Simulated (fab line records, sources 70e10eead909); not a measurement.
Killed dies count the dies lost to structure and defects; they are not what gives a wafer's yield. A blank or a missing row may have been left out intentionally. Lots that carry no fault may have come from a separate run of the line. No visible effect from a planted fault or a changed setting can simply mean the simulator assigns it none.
fab line records	flow nandHarc
record lots=13	wafers=39	lastDay=32
route steps=1302 shown A_BONDPAD@1223 THIN_TSV@1274 END@1302
lots with no fault: from the same line, run without faults
startH: the number of hours between the record's first day and the start of the first shown wafer of the lot	waitH: how many hours have passed since the lot's step before this one	" as in the row above	L1.1+2: a row that stands for several wafers	- no value, or no start was given	* or withheld: withheld	< > ~ a bound
route shown NAME@n: NAME is a module with steps in the file, n the number in the route of the first one	usual: average and standard deviation across the fault-free wafers	same: alike in all rows	chamber/n: place in a boat	sites: readings site by site	_std_site: their standard deviation	_edge_site: the outer-site mean with the inner-site mean subtracted	radiusMm: for every site, how far away it sits from the centre of the wafer	mask NAME#n: copy n	behind: the last tool/chamber to shape the wafer	hold: what put the lot on hold/how long, in hours/how the hold closed	device: whichever transistor did not switch (one of n, p or np)	end of line: at the end of the route, the tests of the same wafers	for a step that has no rows: nothing shown but its recipe	killed: at the first sort, the dies lost to defects and structure; wafer yield is something else	map: a wafer's dies, x killed, . not, _ none there
set.NAME: the setting the step ran with; set.NAME@STEP: the setting that earlier step ran with	model.NAME: the simulator's own value behind a step, which no gauge read
one table for each step of the route and one row for each wafer, over a sample of lots
services: when a tool's chamber went out of use (startH, in hours from the record's first day, below 0 if earlier), for how many hours, and the reason
## steps
# step NHARC_A_BONDPAD_ETCH_24
# recipe targetDepthA=300	overEtchFrac=0.3	timeS=72.99	ionEnergyEv=150	cf4FlowSccm=50	n2FlowSccm=100	arFlowSccm=150	rfW=300	biasW=100	chemistry=CF4/N2
# usual drypumpMotorCurrentA=5.5/0.32	n2FlowSccm=100.01/0.27	oesProductAu=1.002/0.0093	rfVppV=314.7/1.9	showerheadPlenumPTorr=2.65/0.1	throttleValvePct=19.793/0.0087
lot.wafer	tool	chamber	startH	waitH	drypumpMotorCurrentA	n2FlowSccm	oesProductAu	rfHoursCounterH	rfVppV	showerheadPlenumPTorr	throttleValvePct
L676.2	rieDiel-13	1	-	-	5.4	100.24	0.984	5	316.8	2.79	19.801
L676.4	"	2	"	"	5.1	100.12	0.997	5	312.4	2.58	19.792
L676.1	"	3	"	"	5.8	100.04	0.996	5	316.3	2.79	19.785
L677.3	rieDiel-07	3	-	-	5.3	100.03	1.010	8	313.1	2.61	19.792
L677.1	"	1	"	"	5.4	99.91	1.010	7	312.4	2.55	19.806
L677.6	"	0	"	"	5.8	100.45	1.007	-	313.4	2.51	19.802
L678.1	rieDiel-13	2	-	-	5.1	100.34	1.017	1	313.0	2.58	19.790
L678.4	"	3	"	"	5.8	100.38	1.005	1	318.4	2.79	19.791
L678.5	"	1	"	"	5.4	99.50	1.016	-	317.3	2.79	19.793
L681.1	rieDiel-13	0	-	-	6.0	99.63	1.012	2	316.1	2.67	19.785
L681.4	"	2	"	"	5.2	99.89	1.009	2	314.0	2.58	19.794
L681.6	"	1	"	"	5.4	99.98	1.009	-	316.1	2.79	19.795
L684.3	rieDiel-07	2	-	-	5.3	100.40	1.008	20	314.4	2.63	19.793
L684.4	"	3	"	"	5.3	100.01	1.007	21	313.8	2.60	19.796
L684.5	"	3	"	"	5.3	99.09	0.998	-	313.3	2.60	19.790
L687.4	rieDiel-07	0	-	-	5.8	99.99	0.997	22	310.7	2.50	19.795
L687.3	"	1	"	"	5.4	99.85	1.004	20	313.7	2.55	19.802
L687.1	"	2	"	"	5.3	99.80	1.011	23	313.4	2.63	19.784
L689.2	rieDiel-13	3	-	-	5.8	99.88	0.980	3	316.8	2.78	19.799
L689.1	"	2	"	"	5.1	99.80	1.002	3	313.6	2.57	19.797
L689.6	"	3	"	"	5.8	100.21	0.980	-	314.7	2.78	19.787
L691.1	rieDiel-13	3	-	-	5.8	100.00	0.988	5	318.3	2.78	19.798
L691.2	"	0	"	"	6.0	99.74	1.012	5	314.9	2.67	19.794
L691.6	"	2	"	"	5.1	100.29	0.997	-	313.6	2.57	19.777
L692.4	rieDiel-07	0	-	-	5.8	99.58	1.005	4	312.2	2.50	19.787
L692.1	"	1	"	"	5.3	99.55	1.004	3	313.0	2.54	19.787
L692.6	"	0	"	"	5.8	100.06	1.007	-	310.7	2.50	19.796
L693.4	rieDiel-07	0	-	-	5.8	100.36	1.019	4	311.6	2.50	19.785
L693.1	"	1	"	"	5.4	99.78	1.008	4	313.7	2.54	19.805
L693.2	"	2	"	"	5.3	100.31	1.016	3	314.7	2.62	19.801
L696.1	rieDiel-13	1	-	-	5.4	100.01	0.997	0	316.9	2.79	19.787
L696.4	"	2	"	"	5.1	99.75	1.006	0	314.5	2.57	19.795
L696.5	"	0	"	"	6.0	100.18	0.987	-	315.1	2.67	19.800
L697.2	rieDiel-07	1	-	-	5.4	100.19	1.009	11	312.9	2.54	19.798
L697.4	"	2	"	"	5.2	99.82	1.008	13	314.1	2.62	19.790
L697.5	"	1	"	"	5.4	100.27	1.017	-	313.1	2.54	19.784
L698.2	rieDiel-13	1	-	-	5.4	99.74	1.002	1	317.0	2.79	19.791
L698.4	"	2	"	"	5.1	99.97	0.994	1	313.7	2.57	19.792
L698.6	"	1	"	"	5.4	99.78	1.005	-	317.3	2.79	19.785
# step NHARC_A_BONDPAD_PRE_CLEAN_26
# recipe timeS=30	tempC=280	gas=H2/He
# usual heaterPowerW=429/44	susceptorTempC=280.04/0.19
lot.wafer	tool	chamber	startH	waitH	heaterPowerW	susceptorTempC
L676.1	pvdSputter-02	-	-	-	377	280.65
L676.2	"	-	"	"	436	280.16
L676.4	"	-	"	"	409	279.70
L677.1	pvdSputter-02	-	-	-	436	280.13
L677.3	"	-	"	"	418	280.40
L677.6	"	-	"	"	485	279.96
L678.4	pvdSputter-03	-	-	-	432	280.07
L678.1	"	-	"	"	475	280.10
L678.5	"	-	"	"	400	279.78
L681.1	pvdSputter-02	-	-	-	484	280.01
L681.4	"	-	"	"	423	279.83
L681.6	"	-	"	"	470	279.91
L684.3	pvdSputter-01	-	-	-	505	280.47
L684.4	"	-	"	"	359	279.83
L684.5	"	-	"	"	516	279.84
L687.1	pvdSputter-03	-	-	-	474	279.95
L687.4	"	-	"	"	423	280.51
L687.3	"	-	"	"	392	280.14
L689.2	pvdSputter-03	-	-	-	471	279.96
L689.1	"	-	"	"	427	280.06
L689.6	"	-	"	"	472	279.98
L691.2	pvdSputter-02	-	-	-	404	280.01
L691.1	"	-	"	"	458	280.16
L691.6	"	-	"	"	368	280.09
L692.4	pvdSputter-02	-	-	-	456	279.93
L692.1	"	-	"	"	471	279.91
L692.6	"	-	"	"	439	280.04
L693.4	pvdSputter-03	-	-	-	482	279.97
L693.2	"	-	"	"	424	280.00
L693.1	"	-	"	"	386	280.09
L696.4	pvdSputter-02	-	-	-	443	280.24
L696.1	"	-	"	"	405	280.18
L696.5	"	-	"	"	476	280.20
L697.2	pvdSputter-02	-	-	-	367	279.87
L697.4	"	-	"	"	436	279.83
L697.5	"	-	"	"	362	280.05
L698.4	pvdSputter-03	-	-	-	407	280.07
L698.2	"	-	"	"	488	280.07
L698.6	"	-	"	"	403	280.27
# step NHARC_THIN_TSV_ECD_20
# recipe targetThkA=20000	material=Cu
lot.wafer	tool	chamber	startH	waitH
L676.1+2+4	ecdCu-02	1,0,1	524.66	-
L677.1+3+6	ecdCu-01	0,1,0	551.97	-
L678.1+4+5	ecdCu-02	0,1,1	568.64	-
L681.1+4+6	ecdCu-01	1,0,1	598.72	-
L684.4+3+5	ecdCu-01	0,1,1	617.76	-
L687.1+3+4	ecdCu-02	0,1,0	642.10	-
L689.2+1+6	ecdCu-01	0,1,0	665.87	-
L691.1+2+6	ecdCu-02	1,0,1	699.45	-
L692.1+4+6	ecdCu-01	0	709.73	-
L693.2+1+4	ecdCu-02	1,0,1	710.95	-
L696.1+4+5	ecdCu-02	0,0,1	737.45	-
L697.2+4+5	ecdCu-02	0,1,0	759.72	-
L698.2+4+6	ecdCu-02	1,0,0	761.19	-
# step NHARC_THIN_TSV_DEGAS_53
# recipe tempC=300	timeS=60
# usual heaterPowerW=483/58	susceptorTempC=300.00/0.19
lot.wafer	tool	chamber	startH	waitH	heaterPowerW	susceptorTempC
L676.1	pvdSputter-02	-	526.19	0.1	484	299.95
L676.4	"	-	"	"	430	299.97
L676.2	"	-	"	"	557	299.86
L677.3	pvdSputter-02	-	553.51	0.1	551	300.20
L677.1	"	-	"	"	506	299.96
L677.6	"	-	"	"	506	299.69
L678.1	pvdSputter-03	-	570.09	0.1	472	299.78
L678.4	"	-	"	"	487	300.24
L678.5	"	-	"	"	553	300.03
L681.1	pvdSputter-02	-	600.17	0.1	577	299.72
L681.4	"	-	"	"	501	300.23
L681.6	"	-	"	"	557	299.57
L684.3	pvdSputter-01	-	619.10	0.1	406	299.92
L684.4	"	-	"	"	504	299.93
L684.5	"	-	"	"	414	300.10
L687.4	pvdSputter-01	-	643.59	0.1	571	299.63
L687.3	"	-	"	"	411	300.15
L687.1	"	-	"	"	405	300.20
L689.2	pvdSputter-02	-	667.39	0.1	500	299.96
L689.1	"	-	"	"	457	299.98
L689.6	"	-	"	"	507	300.02
L691.2	pvdSputter-02	-	700.99	0.1	461	299.95
L691.1	"	-	"	"	422	300.00
L691.6	"	-	"	"	467	299.94
L692.4	pvdSputter-01	-	711.18	0.1	586	300.24
L692.1	"	-	"	"	421	300.15
L692.6	"	-	"	"	597	300.17
L693.2	pvdSputter-02	-	712.49	0.1	416	299.83
L693.4	"	-	"	"	527	300.02
L693.1	"	-	"	"	503	300.05
L696.4	pvdSputter-01	-	738.98	0.1	406	299.76
L696.1	"	-	"	"	579	299.92
L696.5	"	-	"	"	507	299.84
L697.2	pvdSputter-03	-	761.25	0.1	418	-
L697.4	"	-	"	"	450	-
L697.5	"	-	"	"	549	-
L698.4	pvdSputter-02	-	762.76	0.1	417	-
L698.2	"	-	"	"	489	-
L698.6	"	-	"	"	459	-
# step NHARC_END_SORT_01
# recipe tempC=25
# usual defectLimitedYield=91/3	killedAtArray=56/20	killedAtOther=1/1.3	killedAtPeriphery=3.5/2.7	killedDies=60/20	killedOpen=3.3/1.6	killedShort=2.4/1.5
# same grossDies=677
lot.wafer	tool	chamber	startH	waitH	defectLimitedYield[%]	killedAtArray	killedAtOther	killedAtPeriphery	killedDies	killedOpen	killedShort
L678.1	prober-02	0	580.06	2.5	0	82	592	3	677	5	2
L678.4	prober-02	0	582.47	3.4	0	81	588	8	677	2	3
L678.5	prober-02	0	583.27	3.7	0	59	610	8	677	2	2
L681.1	prober-02	0	610.47	2.5	0	35	641	1	677	5	2
L681.4	prober-02	0	612.87	3.4	0	61	613	3	677	5	3
L681.6	prober-02	0	614.46	4.0	0	57	619	1	677	3	2
# killed by level:class
L678.1 THIN_TSV:areaEcd=592 A_CHANNEL_HOLE_D2:chamberFilmFlake=34 A_SLIT:chamberFilmFlake=21 A_SGD_CUT:chamberFilmFlake=7 A_CHANNEL_HOLE_D1:chamberFilmFlake=5 A_STAIRCASE:chamberFilmFlake=5 A_DECK1_JOINT:geometricParticle:open=2 P_GATE:chamberFilmFlake=2
L678.4 THIN_TSV:areaEcd=588 A_CHANNEL_HOLE_D2:chamberFilmFlake=37 A_SLIT:chamberFilmFlake=28 A_SGD_CUT:chamberFilmFlake=4 P_GATE:chamberFilmFlake=3 A_STAIRCASE:chamberFilmFlake=3 A_M0:geometricParticle:open=2 P_STI:chamberFilmFlake=2
L678.5 THIN_TSV:areaEcd=610 A_SLIT:chamberFilmFlake=29 A_CHANNEL_HOLE_D2:chamberFilmFlake=16 A_CHANNEL_HOLE_D1:chamberFilmFlake=6 P_STI:chamberFilmFlake=4 P_ZERO_WELL:chamberFilmFlake=2 P_GATE:chamberFilmFlake=2 A_SGD_CUT:chamberFilmFlake=2
L681.1 THIN_TSV:areaEcd=641 A_CHANNEL_HOLE_D2:chamberFilmFlake=13 A_CHANNEL_HOLE_D1:chamberFilmFlake=10 A_CHANNEL_FILL_D1:chamberFilmFlake=3 A_DECK1_JOINT:chamberFilmFlake=2 P_CONTACT:geometricParticle:open=1 A_DECK1_JOINT:geometricParticle:open=1 A_DECK1_JOINT:geometricParticle:short=1
L681.4 THIN_TSV:areaEcd=613 A_CHANNEL_HOLE_D1:chamberFilmFlake=25 A_CHANNEL_HOLE_D2:chamberFilmFlake=23 A_CHANNEL_FILL_D1:chamberFilmFlake=3 A_DECK1_JOINT:geometricParticle:open=2 A_CONTACT:chamberFilmFlake=2 P_GATE:geometricParticle:open=1 A_ONON_D1:geometricParticle:short=1
L681.6 THIN_TSV:areaEcd=618 A_CHANNEL_HOLE_D1:chamberFilmFlake=31 A_CHANNEL_HOLE_D2:chamberFilmFlake=19 A_CONTACT:chamberFilmFlake=3 P_CONTACT:geometricParticle:short=1 A_CHANNEL_HOLE_D1:geometricParticle:open=1 A_CHANNEL_FILL_D1:geometricParticle:short=1 A_CHANNEL_HOLE_D2:geometricParticle:open=1
## services
tool	chamber	startH	hours	kind
pvdSputter-03	-	487.27	1.5	repair
ecdCu-01	-	516.85	8.0	pm
rieDiel-13	-	519.00	9.0	pm
pvdSputter-03	-	526.00	10.0	pm
rieDiel-13	3	552.74	7.6	repair
ecdCu-01	-	572.10	2.5	repair
pvdSputter-02	-	580.06	0.6	repair
pvdSputter-01	-	582.00	10.0	pm
ecdCu-02	-	596.40	8.0	pm
pvdSputter-01	-	610.30	1.8	repair
rieDiel-13	-	624.81	1.8	repair
rieDiel-07	3	631.26	12.1	repair
pvdSputter-02	-	638.00	10.0	pm
rieDiel-07	-	648.29	9.0	pm
ecdCu-02	-	650.36	3.1	repair
rieDiel-13	0	669.88	7.9	repair
pvdSputter-01	-	672.41	1.4	repair
ecdCu-01	-	692.85	8.0	pm
rieDiel-13	-	696.00	9.0	pm
pvdSputter-03	-	704.00	10.0	pm
ecdCu-01	-	719.73	3.8	repair
rieDiel-07	1	721.77	1.5	repair
rieDiel-07	1	723.40	6.3	repair
ecdCu-02	-	752.20	1.4	repair
## key
firstSign step=NHARC_END_SORT_01	reading=killedAtOther	direction=up	sigmas=99+	usual=1	struck=610.5
effect step=NHARC_END_SORT_01	reading=defectLimitedYield	direction=down	sigmas=30	usual=91	struck=0
moreKillsBornAt NHARC_THIN_TSV_ECD_20@ecdCu-01=1872	NHARC_THIN_TSV_ECD_20@ecdCu-02=1790
metAt NHARC_THIN_TSV_ECD_20
struckLots L678,L681
laterRowsLeftOut L678.1,L678.4,L678.5,L681.1,L681.4,L681.6
notActingAt NHARC_A_BONDPAD_ETCH_24,NHARC_A_BONDPAD_PRE_CLEAN_26,NHARC_THIN_TSV_DEGAS_53
onsetBetween 551.97 568.64
earlierFault kind=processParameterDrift	tool=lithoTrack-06	chamber=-	onsetH=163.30	steps=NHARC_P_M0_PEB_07	channel=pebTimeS	offset=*	shape=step	actsIn=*	stated=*
fault kind=skippedStepWhole	tool=ecdCu-01,ecdCu-02	chamber=-	onsetH=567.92	steps=NHARC_THIN_TSV_ECD_20	scope=struckLotsOnly
# laterRowsLeftOut: the simulator's readings of these wafers behind a module that went badly wrong aren't trusted and aren't shown, but for the sort
